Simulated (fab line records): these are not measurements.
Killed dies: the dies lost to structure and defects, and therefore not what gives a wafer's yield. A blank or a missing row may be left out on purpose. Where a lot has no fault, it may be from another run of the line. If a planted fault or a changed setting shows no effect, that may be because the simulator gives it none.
Matching of chambers | flow nandHarc | NHARC_P_M1_CMP_23 on cmp-04: 4 sister chambers
The step polishes, t overpolish 20 s, target thk 157.82 nm. 4 wafers are shown with their chamber, then 9 later ones without.

## WAFERS, EACH WITH ITS CHAMBER
wafer  | chamber | motorCurrentA (A)
L088.3 | 0       | 11.4
L090.2 | 3       | 12.0
L090.5 | 1       | 12.1
L090.6 | 2       | 12.1

## WAFERS WITHOUT THEIR CHAMBER
wafer  | motorCurrentA (A)
L095.1 | 11.2
L095.4 | 12.3
L095.5 | 11.8
L097.3 | 12.7
L097.4 | 12.2
L097.6 | 10.2
L096.2 | 11.7
L096.3 | 12.2
L096.6 | 11.9

## CHAMBER TAKEN BY EACH
wafer  | from the rows above               | in truth
L095.1 | can't be placed: 0 or 3 or 1 or 2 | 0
L095.4 | can't be placed: 1 or 2 or 3 or 0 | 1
L095.5 | can't be placed: 3 or 1 or 2 or 0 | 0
L097.3 | can't be placed: 1 or 2 or 3 or 0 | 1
L097.4 | can't be placed: 1 or 2 or 3 or 0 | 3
L097.6 | can't be placed: 0 or 3 or 1 or 2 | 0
L096.2 | can't be placed: 0 or 3 or 1 or 2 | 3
L096.3 | can't be placed: 1 or 2 or 3 or 0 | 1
L096.6 | can't be placed: 3 or 1 or 2 or 0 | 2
Correct placement for 0 of the 9. Can't be placed from these rows: 9 (the true chamber is among the candidates in 9). Number placed wrongly: 0.
How it was worked out, from the rows above alone: a wafer's distance from a chamber is the root of the sum, over the readings, of the square of ((its reading less the chamber's mean) divided by the reading's scatter). The wafer belongs to the nearest chamber; if the next one is less than 2 further off, it can't be placed. The mean given for a chamber averages the wafers shown for that chamber. The scatter: with one shown wafer a chamber, the root of the mean of the squares of how far each hidden wafer lies from its nearest shown one.
